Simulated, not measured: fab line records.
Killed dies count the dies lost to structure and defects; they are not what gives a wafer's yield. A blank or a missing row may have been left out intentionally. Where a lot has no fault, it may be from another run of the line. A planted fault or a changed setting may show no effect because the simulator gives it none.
fab line records | flow nandHarc
[record] lots = 13 | wafers = 39 | lastDay = 25
route steps=1159 shown A_M0@1005 A_M1@1031 END@1159
lots untouched by any fault: they come from a run of this same line in which no faults occurred
startH: the number of hours between the record's first day and the start of the first shown wafer of the lot | waitH: how many hours have passed since the lot's step before this one | " the same as in the row above | L1.1+2: one row covering several wafers at once | - no value present, or no start provided | * or withheld: withheld | < > ~ a bound
route shown NAME@n: names a module that has steps shown in the file, with the first one's number in the route | usual: the fault-free wafers' mean and standard deviation | same: alike in all rows | chamber/n: place in a boat | sites: the reading at each site | _std_site: standard deviation across them | _edge_site: inner sites' mean taken away from outer sites' mean | radiusMm: for every site, how far away it sits from the centre of the wafer | mask NAME#n: copy n | behind: the most recent tool/chamber to have shaped the wafer | hold: reason for holding the lot/hours on hold/outcome of the hold | device: transistor that didn't switch, given as n, p or np | end of line: the same wafers' tests at the end of the route | for a step that has no rows: nothing shown but its recipe | killed: not the wafer's yield, but the dies lost to structure and defects at the first sort | map: per-die view of a wafer (x killed, . not killed, _ where there is no die)
set.NAME: the setting that was run; set.NAME@STEP: the one run at that earlier step | model.NAME: the simulator's own value behind a step, which no gauge read
the route's steps for a sample of lots (tables are steps, rows are wafers)
services: from which hour (startH, from the record's first day; less than 0 if before it) a tool's chamber was out of use, for how many hours, and why
[[steps]]
[step NHARC_A_M0_OVL_MEAS_10]
[recipe] pitchNm = 160
[usual] overlayXNm = 0.2/1 | overlayYNm = 0.0/0.62
lot.wafer | tool       | chamber | startH | waitH | overlayXNm | overlayYNm
L517.1    | overlay-02 | -       | 404.51 | -     | -1.3       | -1.3
L517.4    | "          | -       | "      | "     | -0.4       | -0.7
L517.5    | "          | -       | "      | "     | -1.1       | -1.0
L520.1    | overlay-02 | -       | 413.64 | -     | -0.7       | 0.6
L520.4    | "          | -       | "      | "     | -1.7       | 0.3
L520.6    | "          | -       | "      | "     | -1.5       | 0.7
L522.1    | overlay-01 | -       | 441.39 | -     | -0.9       | 1.2
L522.3    | "          | -       | "      | "     | -0.7       | 0.3
L522.4    | "          | -       | "      | "     | -1.0       | 0.9
L521.2    | overlay-02 | -       | 442.08 | -     | 0.9        | 0.4
L521.4    | "          | -       | "      | "     | 0.2        | 0.6
L521.6    | "          | -       | "      | "     | 0.2        | 0.3
L525.3    | overlay-01 | -       | 464.95 | -     | -0.8       | 0.3
L525.5    | "          | -       | "      | "     | -0.9       | 0.2
L525.6    | "          | -       | "      | "     | -0.3       | 0.4
L524.1    | overlay-02 | -       | 474.47 | -     | 0.3        | 0.5
L524.3    | "          | -       | "      | "     | 0.1        | -0.1
L524.6    | "          | -       | "      | "     | -0.3       | 0.1
L527.1    | overlay-02 | -       | 494.34 | -     | 0.0        | -0.4
L527.4    | "          | -       | "      | "     | 0.6        | -0.6
L527.6    | "          | -       | "      | "     | 0.3        | -0.3
L531.1    | overlay-02 | -       | 501.69 | -     | 1.6        | -0.8
L531.2    | "          | -       | "      | "     | 1.6        | -0.4
L531.4    | "          | -       | "      | "     | 2.4        | -1.1
L535.3    | overlay-02 | -       | 508.69 | -     | 0.1        | -0.9
L535.4    | "          | -       | "      | "     | 0.8        | -1.0
L535.6    | "          | -       | "      | "     | 0.2        | -1.0
L534.1    | overlay-02 | -       | 513.56 | -     | -0.4       | -1.2
L534.2    | "          | -       | "      | "     | -0.4       | -1.0
L534.3    | "          | -       | "      | "     | -0.4       | -0.9
L537.2    | overlay-01 | -       | 524.85 | -     | 0.2        | -0.7
L537.4    | "          | -       | "      | "     | 0.2        | -0.3
L537.5    | "          | -       | "      | "     | -0.1       | -0.4
L536.1    | overlay-02 | -       | 531.03 | -     | 0.2        | 0.8
L536.2    | "          | -       | "      | "     | 0.2        | 0.6
L536.6    | "          | -       | "      | "     | 0.1        | 0.5
L538.1    | overlay-02 | -       | 541.58 | -     | 1.2        | 0.6
L538.3    | "          | -       | "      | "     | 1.6        | 0.5
L538.6    | "          | -       | "      | "     | 1.3        | 0.4
[step NHARC_A_M0_INSPECT_11]
[usual] rawDefectCount = 32/15
lot.wafer | tool             | chamber | startH | waitH | rawDefectCount
L517.1    | defectInspect-01 | -       | 404.54 | 0.0   | 30
L517.4    | "                | -       | "      | "     | 53
L517.5    | "                | -       | "      | "     | 32
L520.1    | defectInspect-01 | -       | 413.68 | 0.0   | 24
L520.4    | "                | -       | "      | "     | 20
L520.6    | "                | -       | "      | "     | 26
L522.1    | defectInspect-02 | -       | 441.42 | 0.0   | 31
L522.3    | "                | -       | "      | "     | 37
L522.4    | "                | -       | "      | "     | 35
L521.2    | defectInspect-01 | -       | 442.12 | 0.0   | 18
L521.4    | "                | -       | "      | "     | 17
L521.6    | "                | -       | "      | "     | 11
L525.3    | defectInspect-02 | -       | 464.99 | 0.0   | 34
L525.5    | "                | -       | "      | "     | 28
L525.6    | "                | -       | "      | "     | 27
L524.1    | defectInspect-02 | -       | 474.51 | 0.0   | 14
L524.3    | "                | -       | "      | "     | 14
L524.6    | "                | -       | "      | "     | 15
L527.1    | defectInspect-02 | -       | 494.37 | 0.0   | 19
L527.4    | "                | -       | "      | "     | 20
L527.6    | "                | -       | "      | "     | 17
L531.1    | defectInspect-01 | -       | 501.72 | 0.0   | 39
L531.2    | "                | -       | "      | "     | 36
L531.4    | "                | -       | "      | "     | 48
L535.3    | defectInspect-02 | -       | 508.73 | 0.0   | 39
L535.4    | "                | -       | "      | "     | 37
L535.6    | "                | -       | "      | "     | 38
L534.1    | defectInspect-02 | -       | 513.60 | 0.0   | 53
L534.2    | "                | -       | "      | "     | 59
L534.3    | "                | -       | "      | "     | 58
L537.2    | defectInspect-02 | -       | 524.89 | 0.0   | 15
L537.4    | "                | -       | "      | "     | 13
L537.5    | "                | -       | "      | "     | 14
L536.1    | defectInspect-01 | -       | 531.06 | 0.0   | 67
L536.2    | "                | -       | "      | "     | 58
L536.6    | "                | -       | "      | "     | 48
L538.1    | defectInspect-01 | -       | 541.62 | 0.0   | 15
L538.3    | "                | -       | "      | "     | 22
L538.6    | "                | -       | "      | "     | 28
[step NHARC_A_M1_SOFTBAKE_04]
[recipe] tempC = 105 | timeS = 55
[usual] exhaustPa = 45.2/0.89 | heaterPowerTotalW = 188.45/0.13
lot.wafer | tool          | chamber | startH | waitH | exhaustPa | heaterPowerTotalW
L517.1    | lithoTrack-06 | 0       | 408    | -     | 44.5      | 188.33
L517.4    | "             | 0       | "      | "     | 45.5      | 188.37
L517.5    | "             | 0       | "      | "     | 46.1      | 188.45
L520.1    | lithoTrack-01 | 0       | 417    | -     | 45.6      | 188.29
L520.4    | "             | 0       | "      | "     | 46.4      | 188.44
L520.6    | "             | 0       | "      | "     | 45.2      | 188.45
L522.1    | lithoTrack-06 | 0       | 445    | -     | 45.4      | 188.40
L522.3    | "             | 0       | "      | "     | 45.6      | 188.39
L522.4    | "             | 0       | "      | "     | 44.7      | 188.43
L521.2    | lithoTrack-06 | 0       | 445    | -     | 47.0      | 192.08
L521.4    | "             | 0       | "      | "     | 45.0      | 192.15
L521.6    | "             | 0       | "      | "     | 44.4      | 191.84
L525.3    | lithoTrack-01 | 0       | 468    | -     | 44.4      | 188.52
L525.5    | "             | 0       | "      | "     | 44.0      | 188.48
L525.6    | "             | 0       | "      | "     | 45.2      | 188.53
L524.1    | lithoTrack-06 | 0       | 479    | -     | 45.1      | 192.00
L524.3    | "             | 0       | "      | "     | 44.5      | 192.03
L524.6    | "             | 0       | "      | "     | 45.1      | 192.11
L527.1    | lithoTrack-01 | 0       | 498    | -     | 46.9      | 188.37
L527.4    | "             | 0       | "      | "     | 44.5      | 188.64
L527.6    | "             | 0       | "      | "     | 44.8      | 188.71
L531.1    | lithoTrack-01 | 0       | 506    | -     | 45.6      | 188.34
L531.2    | "             | 0       | "      | "     | 45.3      | 188.35
L531.4    | "             | 0       | "      | "     | 46.0      | 188.31
L535.3    | lithoTrack-01 | 0       | 513    | -     | 44.9      | 188.38
L535.4    | "             | 0       | "      | "     | 45.9      | 188.31
L535.6    | "             | 0       | "      | "     | 45.0      | 188.36
L534.1    | lithoTrack-01 | 0       | 517    | -     | 46.5      | 188.40
L534.2    | "             | 0       | "      | "     | 46.8      | 188.52
L534.3    | "             | 0       | "      | "     | 46.8      | 188.29
L537.2    | lithoTrack-04 | 0       | 528    | -     | 45.2      | 188.44
L537.4    | "             | 0       | "      | "     | 45.4      | 188.48
L537.5    | "             | 0       | "      | "     | 45.9      | 188.46
L536.1    | lithoTrack-06 | 0       | 534    | -     | 43.8      | 188.46
L536.2    | "             | 0       | "      | "     | 43.6      | 188.41
L536.6    | "             | 0       | "      | "     | 44.1      | 188.27
L538.1    | lithoTrack-06 | 0       | 545    | -     | 45.3      | 188.38
L538.3    | "             | 0       | "      | "     | 47.5      | 188.38
L538.6    | "             | 0       | "      | "     | 46.3      | 188.48
[step NHARC_A_M1_INSPECT_27]
[usual] rawDefectCount = 456/110
lot.wafer | tool             | chamber | startH | waitH | rawDefectCount
L517.1    | defectInspect-02 | -       | 411.37 | 0.0   | 546
L517.4    | "                | -       | "      | "     | 284
L517.5    | "                | -       | "      | "     | 524
L520.1    | defectInspect-01 | -       | 420.60 | 0.0   | 476
L520.4    | "                | -       | "      | "     | 337
L520.6    | "                | -       | "      | "     | 362
L522.1    | defectInspect-01 | -       | 448.08 | 0.0   | 279
L522.3    | "                | -       | "      | "     | 579
L522.4    | "                | -       | "      | "     | 313
L521.2    | defectInspect-02 | -       | 448.93 | 0.0   | 416
L521.4    | "                | -       | "      | "     | 523
L521.6    | "                | -       | "      | "     | 366
L525.3    | defectInspect-01 | -       | 471.93 | 0.0   | 289
L525.5    | "                | -       | "      | "     | 283
L525.6    | "                | -       | "      | "     | 326
L524.1    | defectInspect-01 | -       | 482.61 | 0.0   | 481
L524.3    | "                | -       | "      | "     | 528
L524.6    | "                | -       | "      | "     | 411
L527.1    | defectInspect-01 | -       | 503.02 | 0.0   | 394
L527.4    | "                | -       | "      | "     | 317
L527.6    | "                | -       | "      | "     | 443
L531.1    | defectInspect-02 | -       | 511.30 | 0.0   | 591
L531.2    | "                | -       | "      | "     | 435
L531.4    | "                | -       | "      | "     | 372
L535.3    | defectInspect-01 | -       | 516.50 | 0.0   | 468
L535.4    | "                | -       | "      | "     | 641
L535.6    | "                | -       | "      | "     | 388
L534.1    | defectInspect-01 | -       | 521.05 | 0.0   | 402
L534.2    | "                | -       | "      | "     | 480
L534.3    | "                | -       | "      | "     | 468
L537.2    | defectInspect-02 | -       | 532.02 | 0.0   | 391
L537.4    | "                | -       | "      | "     | 410
L537.5    | "                | -       | "      | "     | 496
L536.1    | defectInspect-01 | -       | 538.00 | 0.0   | 498
L536.2    | "                | -       | "      | "     | 472
L536.6    | "                | -       | "      | "     | 355
L538.1    | defectInspect-01 | -       | 548.74 | 0.0   | 523
L538.3    | "                | -       | "      | "     | 434
L538.6    | "                | -       | "      | "     | 377
[step NHARC_END_SORT_01]
[recipe] tempC = 25
[usual] defectLimitedYield = 95.6/1.6 | killedAtArray = 26/11 | killedAtOther = 0.4/0.78 | killedAtPeriphery = 3.4/2.4 | killedDies = 29/11 | killedOpen = 3.1/1.9 | killedShort = 1.9/1.4 | sort_bin_2_pct = 1.3/0.63 | sort_bin_3_pct = 0.20/0.18 | sort_bin_4_pct = 2.8/1.1 | sortNPass = 648/11 | sortRimYieldPct = 95/3.4 | sortYieldPct = 95.6/1.6
[same] grossDies = 677 | sort_bin_5_pct[%] = 0 | sort_bin_6_pct[%] = 0 | sort_bin_7_pct[%] = 0 | sort_bin_8_pct[%] = 0 | sortRimNGross = 106.00
lot.wafer | tool      | chamber | startH | waitH | defectLimitedYield[%] | killedAtArray | killedAtOther | killedAtPeriphery | killedDies | killedOpen | killedShort | sort_bin_2_pct[%] | sort_bin_3_pct[%] | sort_bin_4_pct[%] | sortNPass | sortRimYieldPct[%] | sortYieldPct[%]
L517.1    | prober-01 | 0       | 521.05 | 2.5   | 96.2                  | 23            | 1             | 2                 | 26         | 2          | 4           | 0.7               | 0                 | 3.1               | 651       | 93                 | 96.2
L517.4    | prober-01 | 0       | 523.43 | 3.4   | 94.5                  | 35            | 0             | 2                 | 37         | 1          | 3           | 2.4               | 0.30              | 2.8               | 640       | 93                 | 94.5
L517.5    | prober-01 | 0       | 524.22 | 3.7   | 95.1                  | 31            | 0             | 2                 | 33         | 4          | 2           | 1.8               | 0.15              | 3.0               | 644       | 98                 | 95.1
L534.1    | prober-02 | 0       | 594.96 | 6.1   | 95.1                  | 28            | 0             | 5                 | 33         | 3          | 2           | 1.0               | 0.44              | 3.4               | 644       | 91                 | 95.1
L534.2    | prober-02 | 0       | 595.75 | 6.4   | 91.6                  | 53            | 0             | 4                 | 57         | 5          | 0           | 3.2               | 0.15              | 5.0               | 620       | 95                 | 91.6
L534.3    | prober-02 | 0       | 596.55 | 6.8   | 92.6                  | 49            | 0             | 1                 | 50         | 2          | 3           | 1.6               | 0                 | 5.8               | 627       | 90                 | 92.6
L536.1    | prober-02 | 0       | 602.70 | 2.5   | 94.7                  | 35            | 0             | 1                 | 36         | 3          | 5           | 1.5               | 0.30              | 3.5               | 641       | 86                 | 94.7
L536.2    | prober-02 | 0       | 603.50 | 2.8   | 91.7                  | 51            | 2             | 3                 | 56         | 2          | 2           | 2.4               | 0.15              | 5.8               | 621       | 97                 | 91.7
L536.6    | prober-02 | 0       | 606.68 | 4.0   | 96.0                  | 26            | 1             | 0                 | 27         | 1          | 3           | 1.3               | 0.15              | 2.5               | 650       | 92                 | 96.0
L538.1    | prober-01 | 0       | 606.87 | 2.5   | 97.3                  | 15            | 0             | 3                 | 18         | 4          | 0           | 0.6               | 0.15              | 1.9               | 659       | 93                 | 97.3
L538.3    | prober-01 | 0       | 608.47 | 3.1   | 96.5                  | 15            | 1             | 8                 | 24         | 3          | 3           | 0.4               | 0.15              | 3.0               | 653       | 95                 | 96.5
L538.6    | prober-01 | 0       | 610.86 | 4.0   | 95.1                  | 20            | 0             | 13                | 33         | 3          | 7           | 2.1               | 0.44              | 2.4               | 644       | 93                 | 95.1
// killed by level:class
L517.1 A_CHANNEL_HOLE_D1:chamberFilmFlake=9 A_STAIRCASE:chamberFilmFlake=6 A_SLIT:chamberFilmFlake=3 A_CONTACT:chamberFilmFlake=2 P_CONTACT:geometricParticle:short=1 P_BONDPAD:geometricParticle:short=1 A_CONTACT:geometricParticle:short=1 A_CONTACT:geometricParticle:open=1
L517.4 A_CHANNEL_HOLE_D1:chamberFilmFlake=21 A_SLIT:chamberFilmFlake=5 A_STAIRCASE:chamberFilmFlake=4 A_CONTACT:chamberFilmFlake=2 P_CONTACT:geometricParticle:short=1 P_M0:geometricParticle:open=1 A_ONON_D1:geometricParticle:short=1 A_CHANNEL_FILL_D1:geometricParticle:short=1
L517.5 A_SLIT:chamberFilmFlake=11 A_CHANNEL_HOLE_D1:chamberFilmFlake=10 A_STAIRCASE:chamberFilmFlake=3 A_CONTACT:geometricParticle:open=2 A_CONTACT:chamberFilmFlake=2 P_CONTACT:geometricParticle:short=1 P_M2:geometricParticle:open=1 A_WL_FILL:geometricParticle:open=1
L534.1 A_CHANNEL_HOLE_D1:chamberFilmFlake=15 A_SLIT:chamberFilmFlake=4 A_CONTACT:chamberFilmFlake=3 P_GATE:chamberFilmFlake=2 P_M2:chamberFilmFlake=2 P_M0:geometricParticle:short=1 A_CHANNEL_FILL_D1:geometricParticle:open=1 A_WL_FILL:geometricParticle:short=1
L534.2 A_SLIT:chamberFilmFlake=24 A_CHANNEL_HOLE_D1:chamberFilmFlake=14 A_CONTACT:chamberFilmFlake=4 A_STAIRCASE:chamberFilmFlake=3 A_CONTACT:geometricParticle:open=2 A_WL_FILL:chamberFilmFlake=2 A_M0:chamberFilmFlake=2 P_GATE:geometricParticle:open=1
L534.3 A_SLIT:chamberFilmFlake=18 A_CHANNEL_HOLE_D1:chamberFilmFlake=15 A_STAIRCASE:chamberFilmFlake=4 A_WL_FILL:chamberFilmFlake=4 A_CONTACT:chamberFilmFlake=2 P_M0:geometricParticle:short=1 A_CHANNEL_FILL_D1:geometricParticle:short=1 A_WL_FILL:geometricParticle:short=1
L536.1 A_CHANNEL_HOLE_D1:chamberFilmFlake=13 A_SLIT:chamberFilmFlake=8 A_WL_FILL:geometricParticle:short=3 A_WL_FILL:chamberFilmFlake=2 A_CONTACT:chamberFilmFlake=2 A_M1:chamberFilmFlake=2 P_M1:geometricParticle:short=1 A_CHANNEL_HOLE_D1:geometricParticle:open=1
L536.2 A_CHANNEL_HOLE_D1:chamberFilmFlake=23 A_SLIT:chamberFilmFlake=18 A_CONTACT:chamberFilmFlake=3 A_ZERO_WELL:chamberFilmFlake=2 THIN_TSV:chamberFilmFlake=2 P_CONTACT:geometricParticle:open=1 P_M0:geometricParticle:open=1 A_CHANNEL_HOLE_D1:geometricParticle:short=1
L536.6 A_CHANNEL_HOLE_D1:chamberFilmFlake=11 A_CONTACT:chamberFilmFlake=6 A_SLIT:chamberFilmFlake=2 A_CHANNEL_FILL_D1:geometricParticle:short=1 A_WL_FILL:geometricParticle:short=1 A_CONTACT:geometricParticle:short=1 A_BLC:geometricParticle:open=1 A_STAIRCASE:chamberFilmFlake=1
L538.1 A_CHANNEL_HOLE_D1:chamberFilmFlake=5 P_STI:chamberFilmFlake=2 A_CONTACT:chamberFilmFlake=2 A_M0:chamberFilmFlake=2 A_SOURCE_PLATE:geometricParticle:open=1 A_CHANNEL_HOLE_D1:geometricParticle:open=1 A_WL_FILL:geometricParticle:open=1 A_CONTACT:geometricParticle:open=1
L538.3 P_STI:chamberFilmFlake=6 A_CHANNEL_FILL_D1:geometricParticle:short=2 A_CHANNEL_HOLE_D1:chamberFilmFlake=2 A_M0:chamberFilmFlake=2 A_STAIRCASE:chamberFilmFlake=2 A_CONTACT:chamberFilmFlake=2 P_M0:geometricParticle:open=1 A_WL_FILL:geometricParticle:short=1
L538.6 P_STI:chamberFilmFlake=7 A_CHANNEL_HOLE_D1:chamberFilmFlake=6 A_CONTACT:chamberFilmFlake=6 P_GATE:geometricParticle:short=2 A_WL_FILL:geometricParticle:short=2 P_M2:geometricParticle:open=1 P_M2:geometricParticle:short=1 A_CHANNEL_HOLE_D1:geometricParticle:short=1
[[services]]
tool          | chamber | startH | hours | kind
lithoTrack-01 | -       | 420.10 | -     | consumableReplace:filter
lithoTrack-01 | -       | 443.00 | 7.0   | pm
lithoTrack-06 | -       | 467.00 | 7.0   | pm
lithoTrack-04 | -       | 491.00 | 7.0   | pm
[[key]]
[firstSign] step = NHARC_A_M1_SOFTBAKE_04 | reading = heaterPowerTotalW | direction = up | sigmas = 28 | usual = * | struck = *
effect none on later readings
metAt NHARC_A_M1_SOFTBAKE_04
struckLots L521,L524
[loopTrim] step = NHARC_A_M1_EXPOSE_06 | setting = dose | lots = L524
notActingAt NHARC_A_M0_OVL_MEAS_10,NHARC_A_M0_INSPECT_11,NHARC_A_M1_INSPECT_27
[fault] kind = processParameterDrift | tool = lithoTrack-06 | chamber = - | onsetH = 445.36 | steps = NHARC_A_M1_SOFTBAKE_04 | channel = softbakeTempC | offset = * | shape = step | endH = 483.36 | actsIn = * | stated = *
// loopTrim: a control loop set the setting to another value than it would have without faults
